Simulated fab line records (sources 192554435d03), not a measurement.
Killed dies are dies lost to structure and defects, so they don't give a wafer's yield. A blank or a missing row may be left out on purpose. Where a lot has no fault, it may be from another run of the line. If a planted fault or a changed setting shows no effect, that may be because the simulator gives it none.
fab line records -- flow n5-finfet
record: lots: 7, wafers: 19, last-day: 17
route steps=1938 shown BEOL_M1@782 BEOL_M4@1111
lots with no fault: from the same line, run without faults
start-h: start of the lot's first displayed wafer, in hours after the record's first day -- wait-h: time in hours since the lot's previous step -- " repeats the value in the row above -- L1.1+2: a single row standing in for several wafers -- - no value, or no start given -- * or withheld: withheld -- < > ~ a bound
route shown NAME@n: names a module that has steps shown in the file, with the first one's number in the route -- usual: the fault-free wafers' mean and standard deviation -- same: alike in all rows -- chamber/n: place in a boat -- sites: the reading at each site -- _std_site: the standard deviation of these -- _edge_site: mean of outer sites minus mean of inner sites -- radius-mm: how far each site lies from the wafer's centre -- mask NAME#n: copy n -- behind: tool/chamber where the wafer was last shaped -- hold: reason for holding the lot/hours on hold/outcome of the hold -- device: transistor that didn't switch, given as n, p or np -- end of line: at the end of the route, the tests of the same wafers -- a step with no rows: only its recipe -- killed: count of dies lost to structure and defects at first sort (not the wafer's yield) -- map: dies across one wafer; x = killed, . = not, _ = none there
set.NAME: the run value of the setting; set.NAME@STEP: its run value at that earlier step -- model.NAME: the simulator's own value behind a step, which no gauge read
a table for each step, a row for each wafer; lots at some steps of the route
services: from which hour (start-h, from the record's first day; less than 0 if before it) a tool's chamber was out of use, for how many hours, and why
== steps ==
step: N5_BEOL_M1_SOFTBAKE_23
recipe: temp-c: 110, time-s: 60, resist: CAR-EUV
step: N5_BEOL_M1_EXPOSE_25
recipe: mask-id: V0, na: 0.33, source-shape: quasar, sigma-inner: 0.2, sigma-outer: 0.8, polarization: unpolarized, defocus-nm: 5, target-cd-nm: 24, dose-mj: 63
step: N5_BEOL_M1_PEB_26
recipe: peb-temp-c: 100, peb-time-s: 60, resist: CAR-EUV
step: N5_BEOL_M1_DEVELOP_27
recipe: develop-time-s: 30, developer: TMAH, resist: CAR-EUV, rinse-liquid: surfactant-rinse, dry: air-spin, dev-temp-c: 23
step: N5_BEOL_M1_CD_MEAS_28
recipe: landing-energy-ev: 500, detector: se-inlens, target-cd-y-nm: 23.3
usual: cd-nm: 23.89/0.26
lot.wafer,tool,chamber,start-h,wait-h,cd-nm
L685.1,cd-sem-02,0,131.34,-,23.99
L685.3,cd-sem-02,0,131.34,-,23.69
L685.5,cd-sem-02,0,131.34,-,23.85
L691.1,cd-sem-02,0,182.34,-,23.92
L691.3,cd-sem-02,0,182.34,-,24.05
L691.6,cd-sem-02,0,182.34,-,23.75
L694.1,cd-sem-02,0,187.47,-,23.74
L694.3,cd-sem-02,0,187.47,-,24.13
L694.5,cd-sem-02,0,187.47,-,23.68
L697.1,cd-sem-03,0,193.67,-,23.87
L697.2,cd-sem-03,0,193.67,-,23.85
L697.6,cd-sem-03,0,193.67,-,23.91
L696.1,cd-sem-01,0,200.01,-,24.08
L696.3,cd-sem-01,0,200.01,-,24.08
L698.1,cd-sem-03,0,211.29,-,23.58
L698.3,cd-sem-03,0,211.29,-,24.01
L707.1,cd-sem-03,0,267.95,-,24.04
L707.3,cd-sem-03,0,267.95,-,24.08
L707.6,cd-sem-03,0,267.95,-,23.90
step: N5_BEOL_M1_OVL_MEAS_29
recipe: points-per-wafer: 522
usual: V0_OVL: 0.6/0.88
lot.wafer,tool,chamber,start-h,wait-h,V0_OVL[nm]
L685.1,overlay-01,0,131.37,0.0,1.6
L685.3,overlay-01,0,131.37,0.0,2.0
L685.5,overlay-01,0,131.37,0.0,0.7
L691.1,overlay-02,0,182.37,0.0,1.6
L691.3,overlay-02,0,182.37,0.0,2.0
L691.6,overlay-02,0,182.37,0.0,2.4
L694.1,overlay-01,0,187.50,0.0,0.0
L694.3,overlay-01,0,187.50,0.0,0.7
L694.5,overlay-01,0,187.50,0.0,0.4
L697.1,overlay-02,0,193.70,0.0,-0.3
L697.2,overlay-02,0,193.70,0.0,-0.1
L697.6,overlay-02,0,193.70,0.0,0.7
L696.1,overlay-01,0,200.04,0.0,1.2
L696.3,overlay-01,0,200.04,0.0,0.5
L698.1,overlay-02,0,211.32,0.0,1.1
L698.3,overlay-02,0,211.32,0.0,0.5
L707.1,overlay-01,0,267.98,0.0,2.2
L707.3,overlay-01,0,267.98,0.0,2.2
L707.6,overlay-01,0,267.98,0.0,-0.2
step: N5_BEOL_M1_INSPECT_30
recipe: mode: adi, inspect-instrument: brightfield
usual: raw-defect-count: 375/91
lot.wafer,tool,chamber,start-h,wait-h,raw-defect-count
L685.1,defect-inspect-01,-,131.43,0.1,397
L685.3,defect-inspect-01,-,131.43,0.1,371
L685.5,defect-inspect-01,-,131.43,0.1,321
L691.1,defect-inspect-01,-,182.43,0.1,301
L691.3,defect-inspect-01,-,182.43,0.1,257
L691.6,defect-inspect-01,-,182.43,0.1,227
L694.1,defect-inspect-01,-,187.56,0.1,301
L694.3,defect-inspect-01,-,187.56,0.1,294
L694.5,defect-inspect-01,-,187.56,0.1,285
L697.1,defect-inspect-02,-,193.76,0.1,320
L697.2,defect-inspect-02,-,193.76,0.1,289
L697.6,defect-inspect-02,-,193.76,0.1,303
L696.1,defect-inspect-02,-,200.09,0.1,308
L696.3,defect-inspect-02,-,200.09,0.1,333
L698.1,defect-inspect-01,-,211.37,0.1,402
L698.3,defect-inspect-01,-,211.37,0.1,345
L707.1,defect-inspect-01,-,268.04,0.1,486
L707.3,defect-inspect-01,-,268.04,0.1,392
L707.6,defect-inspect-01,-,268.04,0.1,419
step: N5_BEOL_M1_DESCUM_33
recipe: chemistry: O2, time-s: 7, source-power-w: 50, bias-power-w: 20, pressure-mtorr: 20, rf-frequency-hz: 2.712e+07, temp-c: 40, resist: CAR-EUV, o2-flow-sccm: 225
usual: drypump-motor-current-A: 5.7/0.35, oes-product-au: 0.78/0.091, rf-vpp-V: 243.2/1.2, showerhead-plenum-p-Torr: 2.10/0.053, throttle-valve-pct: 20.37/0.23
lot.wafer,tool,chamber,start-h,wait-h,drypump-motor-current-A,oes-product-au,rf-hours-counter-h,rf-vpp-V,showerhead-plenum-p-Torr,throttle-valve-pct
L685.1,rie-diel-05,2,131.46,0.0,5.8,0.73,200,241.4,2.08,20.44
L685.3,rie-diel-05,0,131.46,0.0,5.4,0.95,9,244.3,2.24,20.37
L685.5,rie-diel-05,1,131.46,0.0,5.2,0.76,-,242.9,2.11,20.24
L691.1,rie-diel-05,1,182.46,0.0,5.2,0.75,143,243.0,2.11,20.23
L691.3,rie-diel-05,0,182.46,0.0,5.4,0.88,22,243.7,2.24,20.39
L691.6,rie-diel-05,2,182.46,0.0,5.8,0.71,-,243.2,2.08,20.46
L694.1,rie-diel-05,0,187.60,0.0,5.4,0.91,24,244.7,2.23,20.41
L694.3,rie-diel-05,2,187.60,0.0,5.8,0.72,214,241.6,2.08,20.45
L694.5,rie-diel-05,2,187.60,0.0,5.8,0.72,-,243.2,2.08,20.45
L697.1,rie-diel-05,0,193.80,0.0,5.4,0.90,26,245.1,2.23,20.40
L697.2,rie-diel-05,1,193.80,0.0,5.2,0.74,147,244.5,2.11,20.24
L697.6,rie-diel-05,2,193.80,0.0,5.9,0.72,-,242.7,2.08,20.46
L696.1,rie-diel-04,0,200.36,0.3,5.6,0.69,252,243.5,2.15,20.55
L696.3,rie-diel-04,2,200.36,0.3,6.2,0.88,32,242.3,2.06,19.95
L698.1,rie-diel-04,1,211.62,0.2,6.3,0.69,235,244.3,2.15,20.63
L698.3,rie-diel-04,3,211.62,0.2,5.9,0.97,2,245.2,2.13,20.13
L707.1,rie-diel-04,0,268.07,0.0,5.6,0.95,13,244.0,2.14,20.19
L707.3,rie-diel-04,3,268.07,0.0,5.9,0.89,21,243.8,2.12,20.15
L707.6,rie-diel-04,1,268.07,0.0,6.3,0.67,-,243.1,2.15,20.66
step: N5_BEOL_M1_ETCH_77
recipe: chemistry: N2/H2, target: underlayer, target-depth-a: 65, mask-material: CAR-EUV, time-s: 5.2, ion-energy-ev: 200, pressure-mtorr: 30, source-w: 840, bias-w: 150, n2-flow-sccm: 200, h2-flow-sccm: 200, ends: cleared
usual: drypump-motor-current-A: 5.7/0.35, etch-rf-on-time-s: 5.20/0.13, n2-flow-sccm: 200.0/0.61, oes-product-au: 0.67/0.078, rf-vpp-V: 524.1/2, showerhead-plenum-p-Torr: 2.55/0.066, throttle-valve-pct: 17.77/0.23
lot.wafer,tool,chamber,start-h,wait-h,drypump-motor-current-A,etch-rf-on-time-s,n2-flow-sccm,oes-product-au,rf-hours-counter-h,rf-vpp-V,showerhead-plenum-p-Torr,throttle-valve-pct
L685.1,rie-diel-05,2,131.50,0.0,5.9,5.28,200.1,0.61,200,523.2,2.52,17.87
L685.3,rie-diel-05,0,131.50,0.0,5.4,5.14,199.2,0.81,9,529.2,2.71,17.66
L685.5,rie-diel-05,1,131.50,0.0,5.2,5.12,200.0,0.65,-,523.5,2.55,17.64
L691.1,rie-diel-05,1,182.50,0.0,5.2,5.21,200.3,0.64,143,524.4,2.55,17.61
L691.3,rie-diel-05,0,182.50,0.0,5.4,5.21,199.5,0.77,22,527.3,2.71,17.67
L691.6,rie-diel-05,2,182.50,0.0,5.9,5.36,201.5,0.61,-,524.8,2.52,17.87
L694.1,rie-diel-05,0,187.63,0.0,5.4,5.24,199.9,0.77,24,529.8,2.71,17.69
L694.3,rie-diel-05,2,187.63,0.0,5.9,5.33,200.1,0.60,214,521.6,2.52,17.86
L694.5,rie-diel-05,2,187.63,0.0,5.9,5.34,201.2,0.60,-,525.1,2.52,17.91
L697.1,rie-diel-05,0,193.83,0.0,5.4,5.26,199.6,0.76,26,526.6,2.71,17.73
L697.2,rie-diel-05,1,193.83,0.0,5.2,5.20,200.1,0.63,147,523.3,2.55,17.67
L697.6,rie-diel-05,2,193.83,0.0,5.9,5.42,200.4,0.60,-,524.7,2.52,17.90
L696.1,rie-diel-04,0,200.39,0.0,5.7,5.36,199.8,0.59,252,526.0,2.62,18.08
L696.3,rie-diel-04,2,200.39,0.0,6.2,4.96,199.8,0.76,32,521.5,2.49,17.35
L698.1,rie-diel-04,1,211.65,0.0,6.3,5.17,199.1,0.59,235,525.5,2.60,18.00
L698.3,rie-diel-04,3,211.65,0.0,5.9,5.31,198.7,0.82,2,525.1,2.61,17.70
L707.1,rie-diel-04,0,268.11,0.0,5.6,5.21,199.8,0.79,13,524.2,2.62,17.64
L707.3,rie-diel-04,3,268.11,0.0,5.9,5.29,199.6,0.77,21,524.3,2.60,17.74
L707.6,rie-diel-04,1,268.11,0.0,6.3,5.14,201.2,0.59,-,523.4,2.59,18.01
step: N5_BEOL_M1_ETCH_69
recipe: chemistry: CF4, target: SiARC, target-depth-a: 156, mask-material: CAR-EUV, time-s: 26, ion-energy-ev: 80, pressure-mtorr: 40, source-w: 545, bias-w: 36, Ar_flow_sccm: 100, cf4-flow-sccm: 100, ends: cleared
usual: cf4-flow-sccm: 100.02/0.28, drypump-motor-current-A: 5.7/0.35, etch-rf-on-time-s: 26.0/0.6, oes-product-au: 0.67/0.078, rf-vpp-V: 184.2/1.1, showerhead-plenum-p-Torr: 2.15/0.06, throttle-valve-pct: 15.55/0.27
lot.wafer,tool,chamber,start-h,wait-h,cf4-flow-sccm,drypump-motor-current-A,etch-rf-on-time-s,oes-product-au,rf-hours-counter-h,rf-vpp-V,showerhead-plenum-p-Torr,throttle-valve-pct
L685.1,rie-diel-05,2,131.52,0.0,100.06,5.8,26.5,0.61,200,183.1,2.13,15.67
L685.3,rie-diel-05,0,131.52,0.0,100.07,5.4,25.8,0.81,9,186.6,2.29,15.48
L685.5,rie-diel-05,1,131.52,0.0,99.96,5.2,25.8,0.66,-,182.8,2.15,15.34
L691.1,rie-diel-05,1,182.51,0.0,99.79,5.2,26.2,0.65,143,184.0,2.14,15.38
L691.3,rie-diel-05,0,182.51,0.0,99.79,5.4,26.2,0.77,22,184.8,2.29,15.51
L691.6,rie-diel-05,2,182.51,0.0,100.24,5.8,26.7,0.61,-,183.2,2.12,15.67
L694.1,rie-diel-05,0,187.65,0.0,99.70,5.4,25.9,0.77,24,185.9,2.29,15.52
L694.3,rie-diel-05,2,187.65,0.0,99.65,5.9,26.3,0.60,214,184.5,2.12,15.68
L694.5,rie-diel-05,2,187.65,0.0,100.22,5.9,26.5,0.61,-,184.6,2.12,15.69
L697.1,rie-diel-05,0,193.85,0.0,100.24,5.4,26.0,0.77,26,185.3,2.29,15.50
L697.2,rie-diel-05,1,193.85,0.0,100.43,5.2,25.7,0.65,147,184.3,2.14,15.37
L697.6,rie-diel-05,2,193.85,0.0,100.09,5.8,26.4,0.60,-,183.8,2.12,15.69
L696.1,rie-diel-04,0,200.41,0.0,100.46,5.7,26.8,0.59,252,185.5,2.20,15.82
L696.3,rie-diel-04,2,200.41,0.0,99.68,6.2,25.1,0.76,32,183.7,2.08,14.99
L698.1,rie-diel-04,1,211.67,0.0,100.18,6.3,26.3,0.58,235,184.7,2.20,15.89
L698.3,rie-diel-04,3,211.67,0.0,100.33,5.9,26.6,0.82,2,184.8,2.20,15.43
L707.1,rie-diel-04,0,268.12,0.0,100.27,5.6,25.9,0.80,13,183.6,2.20,15.36
L707.3,rie-diel-04,3,268.12,0.0,100.18,5.9,26.6,0.76,21,184.7,2.20,15.46
L707.6,rie-diel-04,1,268.12,0.0,99.78,6.3,26.1,0.58,-,186.2,2.19,15.91
step: N5_BEOL_M1_ALD_98
recipe: material: SiO2, target-thk-a: 25, temp-c: 100, ald-precursor-family: BDEAS, ald-co-reactant: O2-plasma, pulse-time-s: 1, co-reactant-pulse-time-s: 1, purge-time-s: 2, co-reactant-purge-time-s: 2, ald-cycles: 17, pressure-torr: 2
usual: heater-power-w: 79/9.9, precursor-pulse-height-rel: 1.000/0.02
same: co-reactant-purge-time-s: 2
lot.wafer,tool,chamber,start-h,wait-h,heater-power-w,precursor-pulse-height-rel
L685.1,ald-sin-04,0,131.60,0.1,81,0.985
L685.3,ald-sin-04,3,131.60,0.1,82,0.989
L685.5,ald-sin-04,3,131.60,0.1,84,1.011
L691.1,ald-sin-01,2,183.86,1.3,79,1.031
L691.3,ald-sin-01,0,183.86,1.3,91,1.009
L691.6,ald-sin-01,2,183.86,1.3,78,1.028
L694.1,ald-sin-04,3,187.73,0.1,83,0.983
L694.3,ald-sin-04,2,187.73,0.1,70,0.989
L694.5,ald-sin-04,0,187.73,0.1,83,0.986
L697.1,ald-sin-03,3,194.52,0.6,68,1.052
L697.2,ald-sin-03,0,194.52,0.6,94,0.993
L697.6,ald-sin-03,3,194.52,0.6,66,0.998
L696.1,ald-sin-04,0,200.49,0.1,82,1.011
L696.3,ald-sin-04,2,200.49,0.1,69,1.009
L698.1,ald-sin-04,3,211.75,0.1,83,1.018
L698.3,ald-sin-04,0,211.75,0.1,80,1.058
L707.1,ald-sin-03,2,268.20,0.1,72,0.986
L707.3,ald-sin-03,0,268.20,0.1,96,0.996
L707.6,ald-sin-03,0,268.20,0.1,94,0.951
step: N5_BEOL_M1_ETCHBACK_99
recipe: chemistry: CHF3, target: SiO2, target-depth-a: 50, time-s: 10.4, source-w: 215, bias-w: 47, Ar_flow_sccm: 200, CHF3_flow_sccm: 12, ion-energy-ev: 100, pressure-mtorr: 30
usual: CHF3_flow_sccm: 12.00/0.033, drypump-motor-current-A: 5.6/0.31, oes-product-au: 0.77/0.086, rf-vpp-V: 240/4.9, showerhead-plenum-p-Torr: 2.15/0.07, throttle-valve-pct: 17.05/0.3
lot.wafer,tool,chamber,start-h,wait-h,CHF3_flow_sccm,drypump-motor-current-A,oes-product-au,rf-hours-counter-h,rf-vpp-V,showerhead-plenum-p-Torr,throttle-valve-pct
L685.1,rie-diel-01,0,132.89,1.2,12.03,5.3,0.85,50,234,2.19,17.01
L685.3,rie-diel-01,2,132.89,1.2,11.99,5.3,0.69,228,245,2.14,17.60
L685.5,rie-diel-01,0,132.89,1.2,12.01,5.3,0.86,-,233,2.19,17.01
L691.1,rie-diel-05,2,183.98,0.1,12.06,5.9,0.71,213,236,2.14,17.15
L691.3,rie-diel-05,3,183.98,0.1,11.97,5.6,0.68,214,239,2.15,17.28
L691.6,rie-diel-05,1,183.98,0.1,11.98,5.2,0.77,-,235,2.16,16.82
L694.1,rie-diel-01,3,199.50,11.7,12.06,5.7,0.72,146,245,2.04,16.82
L694.3,rie-diel-01,3,199.50,11.7,12.02,5.7,0.74,-,243,2.04,16.82
L694.5,rie-diel-01,2,199.50,11.7,11.99,5.4,0.68,-,245,2.13,17.61
L696.1,rie-diel-01,2,202.11,1.6,12.04,5.4,0.68,247,246,2.13,17.64
L696.3,rie-diel-01,0,202.11,1.6,12.01,5.3,0.83,65,233,2.19,17.03
L697.1,rie-diel-05,2,202.23,7.7,12.00,5.9,0.71,219,235,2.14,17.16
L697.2,rie-diel-05,3,202.23,7.7,11.92,5.6,0.68,217,239,2.15,17.31
L697.6,rie-diel-05,2,202.23,7.7,11.98,5.9,0.71,-,235,2.14,17.15
L698.1,rie-diel-01,0,212.89,1.1,12.06,5.3,0.82,69,233,2.18,17.03
L698.3,rie-diel-01,2,212.89,1.1,11.99,5.4,0.68,251,245,2.13,17.64
L707.1,rie-diel-04,0,270.24,2.0,12.00,5.6,0.94,13,233,2.22,16.87
L707.3,rie-diel-04,1,270.24,2.0,12.04,6.3,0.69,248,248,2.20,17.31
L707.6,rie-diel-04,1,270.24,2.0,12.02,6.3,0.67,-,249,2.20,17.32
step: N5_BEOL_M1_ETCH_70
recipe: chemistry: N2/H2, target: SOC, target-depth-a: 800, overetch-a: 160, mask-material: SiARC, temp-c: 40, time-s: 120, ion-energy-ev: 200, pressure-mtorr: 30, source-w: 840, bias-w: 150, n2-flow-sccm: 200, h2-flow-sccm: 200
usual: drypump-motor-current-A: 5.6/0.31, n2-flow-sccm: 200.0/0.6, oes-product-au: 0.59/0.061, rf-vpp-V: 523.9/2.2, showerhead-plenum-p-Torr: 2.54/0.071, throttle-valve-pct: 17.78/0.24
lot.wafer,tool,chamber,start-h,wait-h,drypump-motor-current-A,n2-flow-sccm,oes-product-au,rf-hours-counter-h,rf-vpp-V,showerhead-plenum-p-Torr,throttle-valve-pct,model.SiARC_of_BEOL_M1_COAT_68.thk-nm
L685.1,rie-diel-01,0,132.93,0.0,5.3,199.7,0.65,50,525.9,2.57,17.61,6.4
L685.3,rie-diel-01,2,132.93,0.0,5.4,200.1,0.54,229,524.2,2.51,18.27,6.4
L685.5,rie-diel-01,0,132.93,0.0,5.3,198.8,0.65,-,527.0,2.57,17.60,6.4
L691.1,rie-diel-05,2,184.02,0.0,5.9,200.0,0.55,213,522.9,2.52,17.85,6.8
L691.3,rie-diel-05,3,184.02,0.0,5.6,200.9,0.54,214,524.1,2.52,17.83,6.8
L691.6,rie-diel-05,1,184.02,0.0,5.2,200.1,0.58,-,523.1,2.55,17.60,6.4
L694.1,rie-diel-01,3,199.56,0.0,5.7,199.7,0.56,146,521.4,2.44,17.71,8.2
L694.3,rie-diel-01,3,199.56,0.0,5.7,199.8,0.56,-,520.5,2.44,17.70,8.2
L694.5,rie-diel-01,2,199.56,0.0,5.4,200.6,0.53,-,522.8,2.51,18.31,6.4
L696.1,rie-diel-01,2,202.14,0.0,5.4,200.5,0.52,247,522.3,2.51,18.29,8.4
L696.3,rie-diel-01,0,202.14,0.0,5.3,199.5,0.63,65,525.5,2.56,17.65,8.2
L697.1,rie-diel-05,2,202.26,0.0,5.9,200.3,0.55,219,523.2,2.51,17.85,6.6
L697.2,rie-diel-05,3,202.26,0.0,5.6,199.9,0.52,217,522.0,2.52,17.83,6.6
L697.6,rie-diel-05,2,202.26,0.0,5.9,199.9,0.55,-,524.0,2.51,17.85,6.6
L698.1,rie-diel-01,0,212.93,0.0,5.3,200.0,0.62,69,525.8,2.56,17.65,8.4
L698.3,rie-diel-01,2,212.93,0.0,5.4,200.0,0.52,251,521.9,2.50,18.30,8.4
L707.1,rie-diel-04,0,270.28,0.0,5.7,200.4,0.71,13,524.4,2.61,17.59,6.6
L707.3,rie-diel-04,1,270.28,0.0,6.3,199.6,0.52,248,525.2,2.59,17.97,6.2
L707.6,rie-diel-04,1,270.28,0.0,6.3,199.5,0.52,-,525.2,2.59,17.97,6.2
step: N5_BEOL_M1_STRIP_71
recipe: chemistry: N2/H2, temp-c: 40, n2-flow-sccm: 200, h2-flow-sccm: 200, rf-frequency-hz: 6e+07
step: N5_BEOL_M1_STRIP_78
recipe: chemistry: N2/H2, temp-c: 40, n2-flow-sccm: 200, h2-flow-sccm: 200, rf-frequency-hz: 6e+07
step: N5_BEOL_M1_VIA_ETCH_34
recipe: chemistry: C4F6/O2, target-depth-a: 678, mask-material: SOC, pressure-mtorr: 15, ion-energy-ev: 250, taper-deg: 4, time-s: 64.4, source-w: 350, bias-w: 170, Ar_flow_sccm: 300, C4F6_flow_sccm: 10, O2_flow_sccm: 10
usual: drypump-motor-current-A: 5.6/0.31, oes-product-au: 0.76/0.086, rf-vpp-V: 665/13, showerhead-plenum-p-Torr: 2.85/0.089, throttle-valve-pct: 30.7/0.37
lot.wafer,tool,chamber,start-h,wait-h,drypump-motor-current-A,oes-product-au,rf-hours-counter-h,rf-vpp-V,showerhead-plenum-p-Torr,throttle-valve-pct,model.BEOL_M1.cd-nm
L685.1,rie-diel-01,0,133.03,0.0,5.3,0.85,50,645,2.89,30.8,18
L685.3,rie-diel-01,2,133.03,0.0,5.4,0.69,229,678,2.83,31.4,17.6
L685.5,rie-diel-01,0,133.03,0.0,5.3,0.84,-,646,2.89,30.8,17.8
L691.1,rie-diel-05,2,184.12,0.0,5.9,0.71,213,651,2.82,30.7,17.6
L691.3,rie-diel-05,3,184.12,0.0,5.6,0.67,214,658,2.84,30.9,18.2
L691.6,rie-diel-05,1,184.12,0.0,5.3,0.76,-,656,2.85,30.5,17.8
L694.1,rie-diel-01,3,199.71,0.0,5.6,0.73,146,676,2.70,30.4,17.6
L694.3,rie-diel-01,3,199.71,0.0,5.7,0.73,-,675,2.70,30.4,17.2
L694.5,rie-diel-01,2,199.71,0.0,5.4,0.68,-,678,2.82,31.4,17.8
L696.1,rie-diel-01,2,202.25,0.0,5.4,0.68,247,677,2.82,31.4,17
L696.3,rie-diel-01,0,202.25,0.0,5.3,0.83,65,644,2.88,30.8,17.4
L697.1,rie-diel-05,2,202.36,0.0,5.9,0.70,219,650,2.82,30.6,17.6
L697.2,rie-diel-05,3,202.36,0.0,5.6,0.68,217,660,2.84,30.9,17.8
L697.6,rie-diel-05,2,202.36,0.0,5.9,0.71,-,649,2.82,30.7,17.4
L698.1,rie-diel-01,0,213.03,0.0,5.3,0.82,69,644,2.88,30.8,17.4
L698.3,rie-diel-01,2,213.03,0.0,5.4,0.68,251,679,2.82,31.4,16.8
L707.1,rie-diel-04,0,270.38,0.0,5.7,0.95,14,644,2.92,30.7,17.6
L707.3,rie-diel-04,1,270.38,0.0,6.3,0.68,248,688,2.90,30.8,17.8
L707.6,rie-diel-04,1,270.38,0.0,6.3,0.68,-,686,2.90,30.8,18
step: N5_BEOL_M1_STRIP_83
recipe: chemistry: C4F6/O2, resist: SiARC, rf-frequency-hz: 6e+07
step: N5_BEOL_M4_RC_MEAS_101
usual: DIBL_N: 36.0/1.9, DIBL_P: 36.0/2.1, IOFF_N: 0.155/0.029, IOFF_P: 0.20/0.032, ION_N: 672/11, ION_P: 461/6.9, SS_N: 71.5/0.58, SS_P: 73.2/0.64, VT_N: 250.4/2.9, VT_P: -251.0/2.8
lot.wafer,tool,chamber,start-h,wait-h,DIBL_N[mV/V],DIBL_P[mV/V],IOFF_N[nA/um],IOFF_P[nA/um],ION_N[uA/um],ION_P[uA/um],SS_N[mV/dec],SS_P[mV/dec],VT_N[mV],VT_P[mV]
L685.1,prober-02,0,185.25,0.0,38.1,37.7,0.174,0.24,683,468,72.3,74.5,246.6,-247.6
L685.3,prober-02,0,185.25,0.0,37.3,36.5,0.157,0.22,661,458,71.7,73.7,251.3,-249.1
L685.5,prober-02,0,185.25,0.0,37.3,35.5,0.142,0.20,664,454,72.1,73.3,254.7,-251.5
L691.1,prober-02,0,223.57,0.0,36.7,36.2,0.149,0.20,658,445,71.3,73.5,252.6,-255.1
L691.3,prober-02,0,223.57,0.0,36.3,37.0,0.159,0.22,677,468,71.9,73.6,248.2,-252.4
L691.6,prober-02,0,223.57,0.0,37.1,36.8,0.163,0.22,663,452,72.2,73.4,250.4,-251.5
L694.1,prober-02,0,244.66,0.0,33.7,32.9,0.126,0.18,662,461,70.1,72.5,252.3,-253.1
L694.3,prober-02,0,244.66,0.0,34.3,34.1,0.144,0.19,686,462,70.5,73.1,251.6,-252.4
L694.5,prober-02,0,244.66,0.0,36.1,36.2,0.171,0.23,687,470,71.4,73.0,247.8,-249.6
L697.1,prober-01,0,246.50,0.0,34.5,34.2,0.147,0.18,675,457,71.8,73.1,251.2,-253.9
L697.2,prober-01,0,246.50,0.0,34.3,34.8,0.159,0.19,681,464,71.5,73.5,248.2,-253.9
L697.6,prober-01,0,246.50,0.0,35.7,35.8,0.171,0.20,673,459,71.9,73.3,249.8,-253.1
L696.1,prober-01,0,249.65,0.0,37.5,36.7,0.189,0.22,674,457,72.7,73.3,247.8,-248.9
L696.3,prober-01,0,249.65,0.0,34.1,33.6,0.122,0.16,657,462,71.4,72.6,252.1,-255.5
L698.1,prober-01,0,256.57,0.0,36.9,35.6,0.173,0.23,683,470,71.5,74.0,247.8,-246.5
L698.3,prober-01,0,256.57,0.0,33.3,33.0,0.124,0.19,675,465,70.6,73.6,250.4,-247.1
L707.1,prober-01,0,311.35,0.0,35.8,33.2,0.143,0.18,661,453,71.0,73.1,250.2,-253.6
L707.3,prober-01,0,311.35,0.0,37.8,36.0,0.173,0.22,665,453,72.0,74.1,247.7,-250.3
L707.6,prober-01,0,311.35,0.0,38.5,37.5,0.198,0.25,685,465,72.1,74.3,247.6,-248.4
== services ==
tool,chamber,start-h,hours,kind
rie-diel-05,1,141.67,9.0,repair
ald-sin-04,2,153.87,21.7,repair
ald-sin-03,-,166.93,1.7,repair
ald-sin-03,-,178.05,14.0,pm
rie-diel-04,3,184.80,-,clean
rie-diel-04,3,184.80,-,consumable-replace:focus-ring
rie-diel-04,3,184.80,21.8,scheduled-down
rie-diel-04,3,184.80,21.8,vent-cycle
rie-diel-05,3,190.29,7.9,repair
rie-diel-01,1,194.00,11.3,repair
rie-diel-01,0,197.51,3.7,repair
rie-diel-04,0,206.61,-,clean
rie-diel-04,0,206.61,-,consumable-replace:focus-ring
rie-diel-04,0,206.61,19.9,scheduled-down
rie-diel-04,0,206.61,19.9,vent-cycle
rie-diel-01,3,226.04,5.8,repair
rie-diel-01,2,236.17,32.3,repair
rie-diel-01,-,236.82,0.8,repair
rie-diel-04,1,253.83,13.9,repair
ald-sin-01,-,268.34,14.0,pm
rie-diel-01,2,268.72,-,clean
rie-diel-01,2,268.72,-,consumable-replace:focus-ring
rie-diel-01,2,268.72,27.5,scheduled-down
rie-diel-01,2,268.72,27.5,vent-cycle
== key ==
first-sign none at tools or gauges
model-effect: step: N5_BEOL_M1_ETCH_70, value: SiARC_of_BEOL_M1_COAT_68.thk-nm, without: 6.3, struck: 8.3
model-effect: step: N5_BEOL_M1_VIA_ETCH_34, value: BEOL_M1.cd-nm, without: 18, struck: 17.23
met-at N5_BEOL_M1_ETCH_70
struck-wafers L694.1,L694.3,L696.1,L696.3,L698.1,L698.3
sort-left-out L694.1,L694.3,L696.1,L696.3,L698.1,L698.3
onset-between 132.93 199.56
fault: kind: process-parameter-drift, tool: rie-diel-01, chamber: -, onset-h: 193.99, steps: N5_BEOL_M1_ETCH_70, channel: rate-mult, offset: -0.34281, shape: step, end-h: 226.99, scope: struck-wafers-only
sort-left-out: the simulated sort isn't trusted on such a fault, so these wafers' sort isn't shown, and their yield isn't known
